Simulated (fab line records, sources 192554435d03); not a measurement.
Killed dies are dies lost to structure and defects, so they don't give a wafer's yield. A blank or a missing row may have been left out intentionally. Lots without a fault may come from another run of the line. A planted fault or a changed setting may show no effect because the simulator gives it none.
Chamber matching / flow n5 finfet / 4 sister chambers for N5_STI_FIN_REVEAL_ALD_00 on ald sin-03
The step deposits SiO2, target thk 1 nm, pulse time 1 s. 4 wafers are shown with their chamber, then 7 later ones without.

## WAFERS, EACH WITH ITS CHAMBER
wafer=L088.3; chamber=3; heater power w (W)=461
wafer=L088.5; chamber=0; heater power w (W)=514
wafer=L089.1; chamber=1; heater power w (W)=432
wafer=L089.3; chamber=2; heater power w (W)=483

## WAFERS WITH NO CHAMBER GIVEN
wafer=L089.4; heater power w (W)=524
wafer=L091.1; heater power w (W)=460
wafer=L091.2; heater power w (W)=534
wafer=L091.4; heater power w (W)=490
wafer=L095.1; heater power w (W)=497
wafer=L095.3; heater power w (W)=457
wafer=L095.5; heater power w (W)=480

## WHICH CHAMBER EACH WENT THROUGH
wafer=L089.4; from the rows above=0; in truth=0
wafer=L091.1; from the rows above=3; in truth=3
wafer=L091.2; from the rows above=0; in truth=0
wafer=L091.4; from the rows above=can't be placed: 2 or 0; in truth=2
wafer=L095.1; from the rows above=can't be placed: 2 or 0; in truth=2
wafer=L095.3; from the rows above=3; in truth=3
wafer=L095.5; from the rows above=can't be placed: 2 or 3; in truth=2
Correctly placed: 4 of 7. These rows do not allow placing 3 (true chamber among the candidates in 3). Placed wrongly: 0.
How it was worked out, from the rows above alone: a wafer's distance from a chamber is the root of the sum, over the readings, of the square of ((its reading less the chamber's mean) divided by the reading's scatter). If the next closest chamber is less than 2 further off than the closest, the wafer can't be placed; otherwise it belongs to the closest. A chamber's mean is the mean of its shown wafers. The scatter (one wafer shown for each chamber): square how far every hidden wafer sits from the nearest shown wafer, average those squares and take the square root.
